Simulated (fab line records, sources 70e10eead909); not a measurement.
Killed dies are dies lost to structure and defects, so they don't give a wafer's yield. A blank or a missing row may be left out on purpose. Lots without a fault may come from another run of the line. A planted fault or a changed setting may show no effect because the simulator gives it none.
A struck lot beside a sound one | flow nand_harc | 26 steps out of a route of 1302
Sound: wafers L593.1, L593.5, L593.6. Struck: wafers L594.1, L594.2, L594.5. The cause comes at the end.
At each step with rows: each side's tool, then ch and its chambers, then its first start. Under that, the readings that differ: sound wafers | struck wafers | difference of the means | sigmas: that difference in standard deviations of wafers without a fault.
alike: readings whose means differ by less than 2 such deviations, and words and numbers that are the same on both sides. not compared: withheld readings, readings that some wafer has no value for, bounds like >300 that may hide the same value, and numbers for which the record gives no deviation and whose values overlap.
The two part at a step that has a row with sigmas, a row that says differs or no value, or rows on one side only. Numbers that don't overlap but have no deviation are shown without sigmas and don't part them. A reading that every wafer of one side lacks parts them only if that side has two wafers or more.

NHARC_P_CONTACT_DEP_30: deposits SiNx, target thk 30 nm.
  sound on pecvd-04 ch 0,2, day 8 06:04; struck on pecvd-04 ch 0,1,2, day 8 22:29
  alike: heater_power_w
then, 1 step without rows for these wafers: NHARC_P_CONTACT_DEP_00 (deposits SiO2, target thk 500 nm).
NHARC_P_CONTACT_CMP_01: polishes SiO2, target thk 200 nm.
  sound on cmp-04 ch 0,2,3, day 8 06:52; struck on cmp-03 ch 1,2,3, day 8 23:16
  alike: motor_current_A
then, 8 steps without rows for these wafers: NHARC_P_CONTACT_SRD_03; NHARC_P_CONTACT_DEHYDRATE_04 (time 120 s); NHARC_P_CONTACT_HMDS_05 (time 30 s); NHARC_P_CONTACT_COAT_33 (time 75 s); NHARC_P_CONTACT_COAT_34 (time 65 s); NHARC_P_CONTACT_COAT_06 (resist thk 90 nm); NHARC_P_CONTACT_SOFTBAKE_07 (time 55 s); NHARC_P_CONTACT_EBR_08.
NHARC_P_CONTACT_EXPOSE_09: exposes mask P CA, target cd 90 nm.
  sound on arfi_scanner-02 ch 0, day 8 07:28; struck on arfi_scanner-01 ch 0, day 8 23:54
  reading | sound                | struck                        | difference | sigmas
  mask    | P_CA#0 P_CA#0 P_CA#0 | P_CA_R1#0 P_CA_R1#0 P_CA_R1#0 | differs    |
  alike: exposure_dose_mJ_cm2
then, 2 steps without rows for these wafers: NHARC_P_CONTACT_PEB_10 (peb time 65 s); NHARC_P_CONTACT_DEVELOP_11 (develop time 35 s).
NHARC_P_CONTACT_CD_MEAS_12: target cd 90 nm.
  sound on cd_sem-02 ch 0, day 8 07:37; struck on cd_sem-01 ch 0, day 9 00:02
  reading    | sound          | struck         | difference | sigmas
  cd_nm (nm) | 89.9 89.6 90.0 | 84.2 83.1 84.0 | -6.1       | -10
NHARC_P_CONTACT_OVL_MEAS_13:
  sound on overlay-01, day 8 07:43; struck on overlay-01, day 9 00:08
  reading           | sound          | struck      | difference | sigmas
  overlay_x_nm (nm) | -0.3 -0.6 -0.9 | 1.8 1.8 2.1 | +2.5       | +3
  alike: overlay_y_nm
NHARC_P_CONTACT_INSPECT_14:
  sound on defect_inspect-02, day 8 07:45; struck on defect_inspect-01, day 9 00:10
  alike: raw_defect_count
NHARC_P_CONTACT_DESCUM_17: chemistry O2, time 3 s.
  sound on rie_diel-04 ch 0,2,3, day 8 07:50; struck on rie_diel-12 ch 0,3, day 9 00:14
  reading                    | sound             | struck           | difference | sigmas
  model.P_CONTACT.cd_nm (nm) | 90.33 90.42 90.57 | 83.9 83.69 84.16 | -6.5       |
  alike: drypump_motor_current_A, oes_product_au, rf_vpp_V, showerhead_plenum_p_Torr, throttle_valve_pct
  not compared: rf_hours_counter_h
then, 1 step without rows for these wafers: NHARC_P_CONTACT_ETCH_35 (etches the open film in CF4, target depth 39 nm, time 65 s).
NHARC_P_CONTACT_ETCH_36: etches the open film in N2/H2, target depth 260 nm, time 406.25 s.
  sound on rie_diel-04 ch 2,3; struck on rie_diel-12 ch 1,2,3
  alike: drypump_motor_current_A, oes_product_au, rf_vpp_V, showerhead_plenum_p_Torr, throttle_valve_pct
  not compared: rf_hours_counter_h
NHARC_P_CONTACT_ETCH_18: etches the open film in C4F8/O2/Ar, target depth 481 nm, time 240.5 s.
  sound on rie_diel-04 ch 1,2,3; struck on rie_diel-12 ch 0,2,3
  alike: oes_product_au, rf_vpp_V
  not compared: rf_hours_counter_h
then, 1 step without rows for these wafers: NHARC_P_CONTACT_STRIP_37 (strips in C4F8/O2/Ar).
NHARC_P_CONTACT_ETCH_31: etches the open film in CH3F/O2, target depth 30 nm, time 85.7 s.
  sound on rie_diel-04 ch 1,2; struck on rie_diel-12 ch 1,2,3
  reading                    | sound            | struck           | difference | sigmas
  model.P_CONTACT.cd_nm (nm) | 90.6 89.78 90.35 | 82.82 81.7 84.35 | -7.29      |
  alike: drypump_motor_current_A, oes_product_au, rf_vpp_V, showerhead_plenum_p_Torr, throttle_valve_pct
  not compared: rf_hours_counter_h
NHARC_P_CONTACT_CD_MEAS_19:
  sound on cd_sem-03, day 8 08:41; struck on cd_sem-02, day 9 01:06
  reading    | sound          | struck         | difference | sigmas
  cd_nm (nm) | 90.5 90.0 90.3 | 83.1 81.6 84.3 | -7.3       | -6
NHARC_P_CONTACT_STRIP_28: strips in O2.
  sound on rie_diel-12 ch 0,1,2, day 8 08:47; struck on rie_diel-13 ch 0,2,3, day 9 01:10
  alike: drypump_motor_current_A, oes_product_au, rf_vpp_V, showerhead_plenum_p_Torr, throttle_valve_pct
  not compared: rf_hours_counter_h
-- the record jumps here: 19 days lie between the struck wafers' starts before and after (it left off in module P_CONTACT and takes up again in module END, whose first step shown is number 1302 of the route) --
NHARC_END_SORT_01:
  sound on prober-02 ch 0, day 26 19:46; struck on prober-02 ch 0, day 27 21:15
  alike: killed_at_array, killed_at_other, killed_at_periphery, killed_dies, killed_open, killed_short

WHERE THEY PART
First at NHARC_P_CONTACT_EXPOSE_09; last, within this record, at NHARC_P_CONTACT_CD_MEAS_19. Later steps at which nothing parts them and some readings are alike: NHARC_P_CONTACT_STRIP_28, NHARC_END_SORT_01.

WHY: what the simulator had put in
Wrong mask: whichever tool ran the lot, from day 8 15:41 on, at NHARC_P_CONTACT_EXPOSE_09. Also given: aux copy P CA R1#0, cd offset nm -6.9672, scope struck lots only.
